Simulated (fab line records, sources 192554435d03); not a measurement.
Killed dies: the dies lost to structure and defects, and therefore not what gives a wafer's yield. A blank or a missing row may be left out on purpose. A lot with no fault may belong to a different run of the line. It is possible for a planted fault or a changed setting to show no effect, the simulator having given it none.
Struck lot and sound lot, side by side    flow n5_finfet    43 out of 1938 route steps
Sound: wafers L622.3, L622.5, L622.6. Struck: wafer L629.2 (L629.1, L629.4, from the same lot, were not struck and are left out); the cause is given at the end.
Per side, at each step with rows, come the tool, then ch with its chambers, and then its first start. Under that, the readings that differ: sound wafers    struck wafers    difference of the means    sigmas: that difference in standard deviations of wafers without a fault.
alike: readings with means less than 2 such deviations apart, plus words and numbers identical on both sides. not compared: withheld readings, readings lacking a value on some wafer, bounds such as >300 that could conceal the same value, and numbers that have no deviation in the record and whose values overlap.
The two part at a step that has a row with sigmas, a row that says differs or no value, or rows on one side only. Numbers that have no deviation but don't overlap get no sigmas and don't part them. Lack of a reading on every wafer of one side parts them only where that side has two or more wafers.

N5_BEOL_M5_OVL_MEAS_29:
  sound on overlay-01 ch 0, day 9 18:58; struck on overlay-01 ch 0, day 11 21:50
  alike: V4_OVL
N5_BEOL_M5_INSPECT_30: inspects for defects (brightfield).
  struck on defect_inspect-01, day 11 21:53; sound on defect_inspect-02, day 9 19:01
reading           sound        struck  difference  sigmas
raw_defect_count  557 467 329  832     +381        +3
then, 6 steps without rows for these wafers: N5_BEOL_M5_DESCUM_33 (chemistry O2, time 7 s); N5_BEOL_M5_ETCH_75 (etches underlayer in N2/H2, target depth 6.5 nm, time 5.2 s); N5_BEOL_M5_ETCH_67 (etches SiARC in CF4, target depth 15.6 nm, time 26 s); N5_BEOL_M5_ETCH_68 (etches SOC in N2/H2, target depth 80 nm, overetch 16 nm, time 120 s); N5_BEOL_M5_STRIP_69 (strips in N2/H2); N5_BEOL_M5_STRIP_76 (strips in N2/H2).
N5_BEOL_M5_VIA_ETCH_34: etches SiCOH lowk in C4F6/O2, target depth 88.3 nm, time 39.2 s.
  sound on rie_diel-06 ch 2,3, day 9 19:53; struck on rie_diel-03 ch 3, day 11 22:06
  alike: drypump_motor_current_A, oes_product_au, rf_vpp_V, showerhead_plenum_p_Torr, throttle_valve_pct
  not compared: rf_hours_counter_h
then, 3 steps without rows for these wafers: N5_BEOL_M5_STRIP_85 (strips in C4F6/O2); N5_BEOL_M5_STRIP_36 (strips in N2/H2); N5_BEOL_M5_TRENCH_ETCH_37 (etches SiCOH lowk in C4F6/O2, target depth 71.652 nm, time 24.7 s).
N5_BEOL_M5_ETCH_41: etches SiCN in CH3F/O2, target depth 31.5 nm, time 56.7 s.
  sound on rie_diel-06 ch 2,3, day 9 20:00; struck on rie_diel-03 ch 3, day 11 22:13
  alike: drypump_motor_current_A, oes_product_au, rf_vpp_V, showerhead_plenum_p_Torr, throttle_valve_pct
  not compared: rf_hours_counter_h
then, 1 step without rows for these wafers: N5_BEOL_M5_STRIP_91 (strips in N2/H2, time 10 s).
N5_BEOL_M5_OCD_MEAS_38:
  struck on ocd-01, day 11 22:20; sound on ocd-02, day 9 20:08
  alike: trench_depth_nm
then, 4 steps without rows for these wafers: N5_BEOL_M5_HM_STRIP_39 (strips TiN in peroxide tin strip, target depth 25 nm, time 158 s); N5_BEOL_M5_SRD_40 (time 30 s); N5_BEOL_M5_PRECLEAN_42 (cleans in residue remover, time 60 s); N5_BEOL_M5_SRD_43 (time 30 s).
N5_BEOL_M5_CD_MEAS_35: target cd 28 nm, target cd y 24 nm.
  struck on cd_sem-02, day 11 22:29; sound on cd_sem-01, day 9 20:17
  alike: cd_nm
then, 9 steps without rows for these wafers: N5_BEOL_M5_CURE_80 (cures SiCOH lowk, time 120 s); N5_BEOL_M5_DEGAS_44 (time 60 s); N5_BEOL_M5_PRE_CLEAN_45 (time 30 s); N5_BEOL_M5_ALD_86 (deposits TaN, pulse time 2 s, purge time 3 s, co reactant purge time 2 s); N5_BEOL_M5_SURFACE_TREAT_87; N5_BEOL_M5_CVD_47 (deposits Co from CCTBA/H2, target thk 3 nm, time 216 s); N5_BEOL_M5_SPUTTER_48 (material Cu, target thk 15 nm, time 27.62 s); N5_BEOL_M5_ANNEAL_49 (time 1800 s); N5_BEOL_M5_SPUTTER_81 (material Cu, target thk 15 nm, time 27.62 s).
N5_BEOL_M5_ANNEAL_82: time 1800 s.
  struck on pvd_sputter-03, day 12 01:42; sound on pvd_sputter-02, day 9 22:37
  alike: heater_power_w
N5_BEOL_M5_SPUTTER_83: material Cu, target thk 15 nm, time 27.62 s.
  struck on pvd_sputter-03, day 12 02:43; sound on pvd_sputter-02, day 9 23:37
  alike: throttle_valve_pct
N5_BEOL_M5_ANNEAL_84: time 1800 s.
  struck on pvd_sputter-03, day 12 02:47; sound on pvd_sputter-02, day 9 23:42
  alike: heater_power_w
N5_BEOL_M5_SPUTTER_88: material Cu, target thk 15 nm, time 27.62 s.
  struck on pvd_sputter-03, day 12 03:47; sound on pvd_sputter-02, day 10 00:43
  alike: throttle_valve_pct
then, 5 steps without rows for these wafers: N5_BEOL_M5_ANNEAL_89 (time 1800 s); N5_BEOL_M5_SPUTTER_90 (material Cu, target thk 4.5 nm, time 8.29 s); N5_BEOL_M5_ECD_50 (material Cu, target thk 300 nm); N5_BEOL_M5_ANNEAL_51 (time 90 s); N5_BEOL_M5_CMP_52 (polishes, stops on SiCOH lowk, t overpolish 6.9 s, target thk 62 nm).
N5_BEOL_M5_THK_MEAS_53: measures by xrf.
  struck on film_metro-01, day 12 06:47; sound on film_metro-01, day 10 02:40
  alike: M5_THK
then, 3 steps without rows for these wafers: N5_BEOL_M5_PRE_CLEAN_77 (time 15 s); N5_BEOL_M5_CO_CAP_78 (material Co, precursor CCTBA/H2, target thk 2 nm, time 102.1 s); N5_BEOL_M5_PRE_CLEAN_55 (time 15 s).
-- a jump in the record: the struck wafers' starts before and after are 4 days apart (it breaks off in module BEOL_M5 and resumes in module PASSIVATION, where the first step shown is number 1936 of the route) --
N5_PASSIVATION_PROBE_49:
  only the struck wafers here have rows in the record (prober-01, day 16 02:12); the sound ones have none

WHERE THEY PART
Earliest at N5_BEOL_M5_INSPECT_30; latest, in this record, at N5_PASSIVATION_PROBE_49.

WHY: what had been put in by the simulator
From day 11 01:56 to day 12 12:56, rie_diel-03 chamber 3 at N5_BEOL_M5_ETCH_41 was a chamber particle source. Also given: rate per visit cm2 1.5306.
